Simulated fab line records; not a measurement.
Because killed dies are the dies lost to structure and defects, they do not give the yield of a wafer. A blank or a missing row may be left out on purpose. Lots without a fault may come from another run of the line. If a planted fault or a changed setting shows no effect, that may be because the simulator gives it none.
A lot that was struck, set against a sound lot / flow nandHarc / 14 steps out of a route of 1159
Sound: wafers L338.1, L338.3, L338.5. Struck: wafers L348.2, L348.6. (L348.3 of the same lot was not struck and is left out.) The cause comes at the end.
At each step with rows: each side's tool, then ch and its chambers, then its first start. Under that, the readings that differ: sound wafers / struck wafers / difference of the means / sigmas: that difference in standard deviations of wafers without a fault.
alike: a reading whose means differ by less than 2 such deviations, as well as words and numbers matching on both sides. not compared: withheld readings; readings where some wafer has no value; bounds like >300 that might hide an equal value; numbers whose values overlap and for which the record gives no deviation.
Wherever a step has rows on one side only, a row that says differs or no value, or a row with sigmas, the two part there. Numbers that have no deviation but don't overlap get no sigmas and don't part them. A reading missing from all wafers of one side parts the sides only when that side holds two or more wafers.

first, 7 steps without rows for these wafers: NHARC_A_STAIRCASE_COAT_03; NHARC_A_STAIRCASE_SOFTBAKE_04 (time 170 s); NHARC_A_STAIRCASE_EBR_05; NHARC_A_STAIRCASE_EXPOSE_06 (exposes mask STAIR); NHARC_A_STAIRCASE_PEB_07 (peb time 130 s); NHARC_A_STAIRCASE_DEVELOP_08 (time 140 s); NHARC_A_STAIRCASE_HARDBAKE_10 (time 140 s).
NHARC_A_STAIRCASE_DESCUM_11: chemistry O2, time 3 s.
  sound on rieDiel-08 ch 0,1,3, day 12 04:02; struck on rieDiel-08 ch 0,3, day 14 03:11
  alike: drypumpMotorCurrentA, oesProductAu, rfVppV, showerheadPlenumPTorr, throttleValvePct
  not compared: rfHoursCounterH
NHARC_A_STAIRCASE_TRIM_12: chemistry O2, time 211.2 s.
  sound on rieDiel-08 ch 0,2,3, day 12 04:07; struck on rieDiel-08 ch 0,2, day 14 03:26
  alike: drypumpMotorCurrentA, oesProductAu, rfVppV, showerheadPlenumPTorr, throttleValvePct
  not compared: rfHoursCounterH
NHARC_A_STAIRCASE_ETCH_13: etches the open film in C4F8/O2, target depth 100 nm, time 40.5 s.
  sound: rieDiel-08 ch 0,3; struck: rieDiel-08 ch 0,2
  alike: oesProductAu, rfVppV, runLengthS
  not compared: rfHoursCounterH
NHARC_A_STAIRCASE_TRIM_14: chemistry O2, time 211.2 s.
  sound: rieDiel-08 ch 0,1,2; struck: rieDiel-08 ch 0,3
  alike: drypumpMotorCurrentA, oesProductAu, rfVppV, showerheadPlenumPTorr, throttleValvePct
  not compared: rfHoursCounterH
NHARC_A_STAIRCASE_ETCH_15: etches the open film in C4F8/O2, target depth 100 nm, time 40.5 s.
  sound on rieDiel-08 ch 0,1, day 12 04:30; struck on rieDiel-08 ch 1,3, day 14 03:49
reading=runLengthS (s); sound=61.5 61.3 61.5; struck=48.3 48.7; difference=-12.9; sigmas=-34
  alike: oesProductAu, rfVppV
  not compared: rfHoursCounterH
NHARC_A_STAIRCASE_TRIM_16: chemistry O2, time 211.2 s.
  sound: rieDiel-08 ch 0,1,3; struck: rieDiel-08 ch 1,2
  alike: drypumpMotorCurrentA, oesProductAu, rfVppV, showerheadPlenumPTorr, throttleValvePct
  not compared: rfHoursCounterH
-- jump in the record: it breaks off in module A_STAIRCASE and resumes in module END (first step shown: number 1159 of the route), and 8 days separate the struck wafers' starts before and after --
NHARC_END_SORT_01:
  here the record holds rows for the struck wafers (prober-01 ch 0, day 22 08:54) but none for the sound ones

== WHERE THEY PART ==
First at NHARC_A_STAIRCASE_ETCH_15; last, within this record, at NHARC_END_SORT_01.

WHY: the cause the simulator had injected
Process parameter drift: rieDiel-08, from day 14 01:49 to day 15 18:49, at NHARC_A_STAIRCASE_ETCH_15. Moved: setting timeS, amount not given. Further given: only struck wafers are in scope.
